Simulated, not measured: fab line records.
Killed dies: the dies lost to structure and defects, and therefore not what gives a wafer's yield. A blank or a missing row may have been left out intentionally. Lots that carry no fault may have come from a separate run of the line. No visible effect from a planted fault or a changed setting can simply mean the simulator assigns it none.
Comparing a struck lot with a sound one -- flow nand-harc -- 19 out of 1159 route steps
Sound: wafers L789.1, L789.2, L789.5. Struck: wafers L780.1, L780.4. The cause comes at the end.
Each step with rows lists, per side, the tool, then ch with its chambers, then its first start. Under that, the readings that differ: sound wafers -- struck wafers -- difference of the means -- sigmas: that difference in standard deviations of wafers without a fault.
alike: words and numbers the same on both sides, and readings whose means are apart by under 2 such deviations; not compared: readings that were withheld, readings missing a value for some wafer, numbers with overlapping values and no deviation given by the record, and bounds like >300 which may hide the same value.
The two part at a step that has a row with sigmas, a row that says differs or no value, or rows on one side only. Numbers that have no deviation but don't overlap get no sigmas and don't part them. Lack of a reading on every wafer of one side parts them only where that side has two or more wafers.

NHARC_A_ONON_D1_INSPECT_32:
  sound: defect-inspect-02 at day 13 13:41; struck: defect-inspect-01 at day 11 03:28
  alike: raw-defect-count
NHARC_A_CHANNEL_HOLE_D1_DEP_00: deposits aC, target thk 3100 nm.
  sound on acl-dep-02 ch 0, day 13 15:50; struck on acl-dep-01 ch 0, day 11 05:04
  alike: throttle-valve-pct
NHARC_A_CHANNEL_HOLE_D1_DEP_01: deposits SiON, target thk 140 nm.
  sound on pecvd-03 ch 0,1,2, day 13 17:48; struck on pecvd-02 ch 1,2, day 11 07:01
  alike: heater-power-w
then, 9 steps without rows for these wafers: NHARC_A_CHANNEL_HOLE_D1_DEHYDRATE_02 (time 120 s); NHARC_A_CHANNEL_HOLE_D1_HMDS_03 (time 30 s); NHARC_A_CHANNEL_HOLE_D1_COAT_36 (time 75 s); NHARC_A_CHANNEL_HOLE_D1_COAT_37 (time 65 s); NHARC_A_CHANNEL_HOLE_D1_COAT_04 (resist thk 90 nm); NHARC_A_CHANNEL_HOLE_D1_SOFTBAKE_05 (time 55 s); NHARC_A_CHANNEL_HOLE_D1_EBR_06; NHARC_A_CHANNEL_HOLE_D1_EXPOSE_07 (exposes mask HOLE D1, target cd 100 nm); NHARC_A_CHANNEL_HOLE_D1_PEB_08 (peb time 65 s).
NHARC_A_CHANNEL_HOLE_D1_DEVELOP_09: develop time 35 s.
  sound on litho-track-06 ch 0, day 13 18:00; struck on litho-track-01 ch 0, day 11 07:00
NHARC_A_CHANNEL_HOLE_D1_CD_MEAS_10 targets a cd of 100 nm.
  sound on cd-sem-02 ch 0, day 13 18:31; struck on cd-sem-01 ch 0, day 11 07:44
reading,sound,struck,difference,sigmas
cd-nm (nm),100.8 99.9 100.3,99.3 98.6,-1.4,-2
NHARC_A_CHANNEL_HOLE_D1_OVL_MEAS_11:
  sound: overlay-02 at day 13 18:37; struck: overlay-01 at day 11 07:49
reading,sound,struck,difference,sigmas
overlay-x-nm (nm),1.1 1.5 1.3,-0.9 -0.6,-2.0,-3
overlay-y-nm (nm),0.9 1.3 0.8,-1.3 -1.1,-2.2,-3
NHARC_A_CHANNEL_HOLE_D1_INSPECT_12:
  sound: defect-inspect-01 at day 13 18:38; struck: defect-inspect-02 at day 11 07:52
  alike: raw-defect-count
NHARC_A_CHANNEL_HOLE_D1_DESCUM_15: chemistry O2, time 3 s.
  sound on rie-diel-13 ch 0,1,3, day 13 18:42; struck on rie-diel-11 ch 2,3, day 11 07:55
reading,sound,struck,difference,sigmas
model.A_CHANNEL_HOLE_D1.cd-nm (nm),100.7 100.4 99.97,98.5 98.07,-2.1,
  alike: chamber-pressure-mTorr, drypump-motor-current-A, oes-product-au, rf-vpp-V, showerhead-plenum-p-Torr, throttle-valve-pct
  not compared: rf-hours-counter-h
NHARC_A_CHANNEL_HOLE_D1_ETCH_38: etches the open film in CF4, target depth 39 nm, time 65 s.
  sound on rie-diel-13 ch 0,1,3, day 13 18:48; struck on rie-diel-11 ch 2,3, day 11 08:01
  alike: chamber-pressure-mTorr, drypump-motor-current-A, oes-product-au, rf-vpp-V, showerhead-plenum-p-Torr, throttle-valve-pct
  not compared: rf-hours-counter-h
-- the record jumps here: 11 days lie between the struck wafers' starts before and after (it left off in module A_CHANNEL_HOLE_D1 and takes up again in module END, whose first step shown is number 1159 of the route) --
NHARC_END_SORT_01:
  sound on prober-01 ch 0, day 24 17:32; struck on prober-02 ch 0, day 22 02:51
  alike: killed-at-array, killed-at-other, killed-at-periphery, killed-dies, killed-open, killed-short

WHERE THEY PART
At NHARC_A_CHANNEL_HOLE_D1_CD_MEAS_10 first; at NHARC_A_CHANNEL_HOLE_D1_OVL_MEAS_11 last (within this record only). Later steps at which nothing parts them and some readings are alike: NHARC_A_CHANNEL_HOLE_D1_INSPECT_12, NHARC_A_CHANNEL_HOLE_D1_DESCUM_15, NHARC_A_CHANNEL_HOLE_D1_ETCH_38, NHARC_END_SORT_01.

WHY: the cause the simulator had injected
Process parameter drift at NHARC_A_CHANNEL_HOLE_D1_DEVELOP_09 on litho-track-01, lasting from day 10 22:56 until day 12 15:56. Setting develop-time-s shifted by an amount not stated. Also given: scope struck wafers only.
